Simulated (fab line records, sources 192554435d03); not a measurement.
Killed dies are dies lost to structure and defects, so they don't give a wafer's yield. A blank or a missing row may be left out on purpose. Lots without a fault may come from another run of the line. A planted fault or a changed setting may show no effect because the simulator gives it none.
Split-lot experiment | flow n5_finfet | 7 lots, 21 wafers read, on a route of 1938 steps

THE SPLIT
At N5_HKMG_FIN_ETCH_35 (etches SOC in N2/H2, target depth 215.8 nm, time 243.4 s), the setting bias_w was moved away from the recipe's 5 W on 9 of the 21 wafers read, by -11.3% to +16.9%. The other wafers ran this setting at the recipe's value.

The reading is taken at the split's own step.

THE READING
rf_vpp_V, in V, at N5_HKMG_FIN_ETCH_35 (etches SOC in N2/H2, target depth 215.8 nm, time 243.4 s). Fault-free wafers of this fab line usually give 141.8 V, standard deviation 0.97 V.

wafer  | tool, chamber at the split | bias_w as run, W | against the recipe | rf_vpp_V, V | against lot-mates on the recipe
L075.3 | rie_diel-03, 2             | 5                | recipe             | 141.3       | -
L075.5 | rie_diel-03, 2             | 5                | recipe             | 140.7       | -
L075.6 | rie_diel-03, 1             | 5                | recipe             | 141.8       | -
L077.1 | rie_diel-04, 2             | 4.436            | -11.3%             | 129.5       | -12.3
L077.2 | rie_diel-04, 3             | 4.436            | -11.3%             | 131.7       | -10.1
L077.6 | rie_diel-04, 1             | 5                | recipe             | 141.8       | -
L080.1 | rie_diel-04, 1             | 5.412            | +8.2%              | 148.9       | +8.8
L080.3 | rie_diel-04, 2             | 5                | recipe             | 140.1       | -
L080.6 | rie_diel-04, 2             | 5.412            | +8.2%              | 147.5       | +7.4
L083.1 | rie_diel-04, 0             | 5                | recipe             | 143.2       | -
L083.3 | rie_diel-04, 2             | 5                | recipe             | 140.0       | -
L083.6 | rie_diel-04, 2             | 5                | recipe             | 140.0       | -
L090.3 | rie_diel-03, 1             | 5.843            | +16.9%             | 157.8       | +15.8
L090.5 | rie_diel-03, 3             | 5.843            | +16.9%             | 159.2       | +17.2
L090.6 | rie_diel-03, 0             | 5                | recipe             | 142.0       | -
L091.2 | rie_diel-03, 0             | 5.827            | +16.5%             | 156.5       | +14.5
L091.5 | rie_diel-03, 2             | 5                | recipe             | 142.0       | -
L091.6 | rie_diel-03, 3             | 5.827            | +16.5%             | 157.6       | +15.6
L095.2 | rie_diel-02, 3             | 4.647            | -7.1%              | 135.0       | -5.8
L095.3 | rie_diel-02, 0             | 5                | recipe             | 140.7       | -
L095.6 | rie_diel-02, 3             | 5                | recipe             | 141.0       | -

THE FIT
A straight line over all 21 wafers: rf_vpp_V changes by +0.966 V for each +1% of bias_w; r = +0.99; the points scatter about the line by 1 V.
The same after taking each lot's own level away (the mean of its wafers on the recipe; 21 wafers): +0.952 V for each +1%; r = +0.99; scatter 0.89 V.
On that fit, the largest move of bias_w shifts the reading by 16 V.
The lots' own levels span 140.10 to 142.00 V, that is 2.0 times the standard deviation above.
So the lot-to-lot level changes the slope little: the two slopes agree.
Check: with one of the wafers moved furthest among these (+16.9%) left out of the fit, the line predicts +16.1 V for it against its lot-mates. It came out at +15.8 V against them.
Tool readings at the split's step, against how far the setting was moved: rf_vpp_V r = +0.99.

OTHER SPLITS ON THESE WAFERS
These wafers also went through other splits before the reading. Each is held against what the fit with the lots' levels taken away leaves over:
other split on the same wafers | wafers away from the commonest value | r with rf_vpp_V (lot level and that fit taken away)
N5_SDB_COAT_03 spin_rpm        | 10                                   | -0.07
N5_SDB_ALD_29 ald_cycles       | 5                                    | +0.12

THE FILE'S OWN FIT
rf_vpp_V changes by +0.946 V for each +1% of bias_w, r = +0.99.
